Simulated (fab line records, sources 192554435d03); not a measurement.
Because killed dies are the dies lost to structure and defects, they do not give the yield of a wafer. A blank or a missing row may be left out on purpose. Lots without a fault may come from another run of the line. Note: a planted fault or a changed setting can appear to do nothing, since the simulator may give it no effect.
Matching of chambers | flow n5_finfet | 4 sister chambers for N5_BEOL_M6_STRIP_19 on rie_diel-04
The step strips in O2. 4 wafers are shown with their chamber, then 9 later ones without.

WAFERS PAIRED WITH THEIR CHAMBERS
wafer  | chamber | showerhead_plenum_p_Torr (Torr)
L082.4 | 1       | 2.13
L087.2 | 0       | 2.20
L087.5 | 2       | 2.18
L087.6 | 3       | 2.24

WAFERS WHOSE CHAMBER IS MISSING
wafer  | showerhead_plenum_p_Torr (Torr)
L088.1 | 2.18
L088.4 | 2.13
L088.5 | 2.13
L095.2 | 2.18
L095.5 | 2.23
L095.6 | 2.19
L096.4 | 2.12
L096.5 | 2.19
L096.6 | 2.23

WHICH CHAMBER EACH WENT THROUGH
wafer  | from the rows above     | in truth
L088.1 | 2                       | 2
L088.4 | 1                       | 1
L088.5 | 1                       | 1
L095.2 | 2                       | 2
L095.5 | 3                       | 3
L095.6 | can't be placed: 2 or 0 | 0
L096.4 | 1                       | 1
L096.5 | can't be placed: 2 or 0 | 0
L096.6 | 3                       | 3
Placed correctly: 7 of 9. Can't be placed from these rows: 2 (the true chamber is among the candidates in 2). Number placed wrongly: 0.
How it was worked out, from the rows above alone: a wafer's distance from a chamber is the root of the sum, over the readings, of the square of ((its reading less the chamber's mean) divided by the reading's scatter). The wafer belongs to the nearest chamber; if the next one is less than 2 further off, it can't be placed. For every chamber, the mean is computed from those of its wafers that are shown. The scatter: root of mean squared gap, hidden wafer to nearest shown wafer, with one shown wafer a chamber.
